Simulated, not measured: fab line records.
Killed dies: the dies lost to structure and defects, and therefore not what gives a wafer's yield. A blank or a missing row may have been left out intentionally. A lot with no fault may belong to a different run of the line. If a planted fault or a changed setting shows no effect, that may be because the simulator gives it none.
The tool behind it: which one?	flow nand-harc	33 wafers from 11 lots sampled at 6 of the route's 1302 steps

== WHAT EACH GAUGE READ, for each wafer ==
NHARC_A_CHANNEL_HOLE_D2_CD_MEAS_18.
lot	measured	on	cd-nm (nm)
L824	day 13 01:41	cd-sem-02	99.4 100.3 100.4
L826	day 13 20:48	cd-sem-02	98.0 96.9 94.9
L825	day 13 21:16	cd-sem-03	97.3 99.4 99.1
L830	day 15 16:19	cd-sem-02	98.9 99.3 98.2
L832	day 15 23:52	cd-sem-03	99.1 97.6 97.0
L833	day 16 14:54	cd-sem-03	98.7 96.8 96.4
L836	day 17 15:53	cd-sem-03	100.6 98.4 101.0
L838	day 19 19:41	cd-sem-03	98.8 97.7 99.0
L840	day 20 00:06	cd-sem-01	95.8 97.8 98.3
L844	day 21 08:25	cd-sem-03	97.8 98.0 98.2
L846	day 23 21:19	cd-sem-02	98.5 98.7 96.6

NHARC_A_CHANNEL_HOLE_D2_INSPECT_40.
lot	measured	on	raw-defect-count
L824	day 13 07:27	defect-inspect-02	293 232 264
L826	day 14 02:34	defect-inspect-02	330 259 309
L825	day 14 03:03	defect-inspect-02	277 470 235
L830	day 15 22:08	defect-inspect-01	617 559 573
L832	day 16 06:06	defect-inspect-02	618 698 615
L833	day 16 20:44	defect-inspect-02	605 623 706
L836	day 17 23:55	defect-inspect-02	390 454 459
L838	day 20 01:36	defect-inspect-01	216 218 221
L840	day 20 09:50	defect-inspect-01	294 234 320
L844	day 21 14:11	defect-inspect-01	291 371 220
L846	day 24 07:31	defect-inspect-02	154 201 193

NHARC_END_SORT_01.
lot	measured	on	killed-at-array	killed-at-other	killed-at-periphery	killed-dies	killed-open	killed-short
L830	day 27 07:34	prober-02	87 120 121	0 0 0	1 3 0	88 123 121	1 1 4	0 0 1
L832	day 28 04:44	prober-02	138 141 120	3 4 2	3 2 4	144 147 126	3 4 3	3 4 5
L833	day 27 15:46	prober-01	116 91 125	0 0 0	11 4 5	127 95 130	7 3 5	4 3 0

== TOOL THAT RAN EACH LOT (tool first, then ch and the chambers of the sampled wafers, then the start) ==
lot	NHARC_A_CHANNEL_HOLE_D2_ETCH_39	NHARC_A_CHANNEL_HOLE_D2_ETCH_21	NHARC_A_CHANNEL_HOLE_D2_ETCH_25
L824	rie-diel-06 ch 0,1,3, day 13 00:49	har-etch-02 ch 0,1, day 13 02:20	har-etch-02 ch 0,1, day 13 04:56
L826	rie-diel-10 ch 0,2,3, day 13 19:47	har-etch-01 ch 0, day 13 21:22	har-etch-01 ch 0, day 13 23:55
L825	rie-diel-10 ch 0,1,2, day 13 20:02	har-etch-02 ch 0,1, day 13 21:46	har-etch-02 ch 0,1, day 14 00:13
L830	rie-diel-10 ch 0,1,2, day 15 15:23	har-etch-01 ch 0,1, day 15 16:49	har-etch-01 ch 0,1, day 15 19:17
L832	rie-diel-10 ch 0,1,2, day 15 22:56	har-etch-01 ch 0,1, day 16 00:50	har-etch-01 ch 0,1, day 16 03:17
L833	rie-diel-10 ch 1,2,3, day 16 13:32	har-etch-01 ch 0,1, day 16 15:24	har-etch-01 ch 0,1, day 16 17:53
L836	rie-diel-06 ch 1,2,3, day 17 14:58	har-etch-02 ch 0, day 17 18:38	har-etch-02 ch 0, day 17 21:05
L838	rie-diel-10 ch 0,1,3, day 19 18:46	har-etch-02 ch 0,1, day 19 20:11	har-etch-02 ch 0,1, day 19 22:40
L840	rie-diel-10 ch 1,2,3, day 19 23:14	har-etch-02 ch 0,1, day 20 04:35	har-etch-02 ch 0,1, day 20 07:10
L844	rie-diel-10 ch 1,2, day 21 07:29	har-etch-01 ch 0,1, day 21 09:03	har-etch-01 ch 0,1, day 21 11:40
L846	rie-diel-06 ch 0,1, day 23 20:23	har-etch-02 ch 0,1, day 24 01:17	har-etch-02 ch 0,1, day 24 04:41
- NHARC_A_CHANNEL_HOLE_D2_ETCH_39: etches the open film in N2/H2, target depth 260 nm, time 325 s.
- NHARC_A_CHANNEL_HOLE_D2_ETCH_21: etches the open film in C4F8/O2/Ar, time 514.3 s, target depth 1600 nm.
- NHARC_A_CHANNEL_HOLE_D2_ETCH_25: etches the open film in C4F8/O2/Ar, time 1040.2 s, target depth 1500 nm.

== WHAT THE TOOLS THEMSELVES READ (means of the sampled wafers that have a number; where no wafer has one, the mark that the record gives instead) ==
NHARC_A_CHANNEL_HOLE_D2_ETCH_39.
lot	tool	chamber-pressure-mTorr (mTorr)	drypump-motor-current-A (A)	oes-product-au (a.u.)	rf-vpp-V (V)	showerhead-plenum-p-Torr (Torr)	throttle-valve-pct (%)
L824	rie-diel-06	30.014	5.8	0.994	427.2	1.92	14.165
L826	rie-diel-10	29.995	5.7	1.004	430.8	2.06	14.183
L825	rie-diel-10	30.010	5.8	0.999	431.2	2.07	14.172
L830	rie-diel-10	30.023	5.9	0.995	431.6	2.07	14.176
L832	rie-diel-10	29.988	5.9	1.000	430.5	2.07	14.169
L833	rie-diel-10	30.017	5.6	1.002	432.0	2.11	14.170
L836	rie-diel-06	30.012	5.6	0.998	427.5	1.97	14.173
L838	rie-diel-10	30.009	5.8	1.003	429.1	2.02	14.169
L840	rie-diel-10	29.981	5.6	1.005	432.6	2.11	14.168
L844	rie-diel-10	29.998	5.6	1.003	433.5	2.15	14.175
L846	rie-diel-06	30.007	5.7	0.993	426.9	1.91	14.183

NHARC_A_CHANNEL_HOLE_D2_ETCH_21.
lot	tool	chamber-pressure-mTorr (mTorr)	drypump-motor-current-A (A)	he-backside-leak-sccm (sccm)	showerhead-plenum-p-Torr (Torr)	throttle-valve-pct (%)
L824	har-etch-02	19.994	5.69	7.2	3.71	32.159
L826	har-etch-01	20.005	5.41	6.5	3.51	32.159
L825	har-etch-02	19.989	5.65	6.9	3.69	32.156
L830	har-etch-01	19.999	5.46	6.4	3.56	32.161
L832	har-etch-01	20.004	5.55	6.1	3.62	32.153
L833	har-etch-01	20.017	5.55	6.3	3.61	32.147
L836	har-etch-02	20.001	5.61	5.5	3.65	32.154
L838	har-etch-02	20.010	5.65	5.9	3.65	32.147
L840	har-etch-02	20.001	5.63	5.2	3.65	32.149
L844	har-etch-01	19.985	5.56	6.6	3.58	32.150
L846	har-etch-02	19.993	5.68	5.3	3.62	32.159

NHARC_A_CHANNEL_HOLE_D2_ETCH_25.
lot	tool	chamber-pressure-mTorr (mTorr)	drypump-motor-current-A (A)	he-backside-leak-sccm (sccm)	showerhead-plenum-p-Torr (Torr)	throttle-valve-pct (%)
L824	har-etch-02	19.996	5.72	7.3	3.70	32.239
L826	har-etch-01	20.005	5.38	6.5	3.50	32.232
L825	har-etch-02	19.980	5.66	6.8	3.68	32.232
L830	har-etch-01	19.997	5.47	5.9	3.55	32.231
L832	har-etch-01	19.982	5.57	6.3	3.61	32.236
L833	har-etch-01	20.014	5.57	6.2	3.61	32.241
L836	har-etch-02	20.000	5.58	5.3	3.64	32.234
L838	har-etch-02	20.002	5.65	5.2	3.64	32.235
L840	har-etch-02	19.974	5.65	5.3	3.64	32.226
L844	har-etch-01	19.995	5.57	6.5	3.57	32.222
L846	har-etch-02	19.985	5.65	5.4	3.61	32.235

== THE ANSWER, worked out from the rows above alone ==
Rule: the usual values come from the lots themselves. The widest of any qualifying gaps counts: lots, ordered by their means at a reading, are off when they make up no more than a third of the lots, leave a main group of 4 or more, and stand apart from it by 3 or more times the standard deviation of that group's means. The tables above print the reading to a certain number of digits; a main group whose means all agree to those digits is not used. Also off: a lot with no number at a reading for which 4 or more lots have one. All remaining lots with rows at the step are treated as sound. Order of review: gauges by route order, followed by the tools' own readings, for which a lot's mean as printed above is used. At the first step where some lot is off, the reading lying furthest off is the one used; lots without a number count as furthest.
None of the lots is off at any reading shown; this tells nothing.

== WHAT THE SIMULATOR HAD INSERTED ==
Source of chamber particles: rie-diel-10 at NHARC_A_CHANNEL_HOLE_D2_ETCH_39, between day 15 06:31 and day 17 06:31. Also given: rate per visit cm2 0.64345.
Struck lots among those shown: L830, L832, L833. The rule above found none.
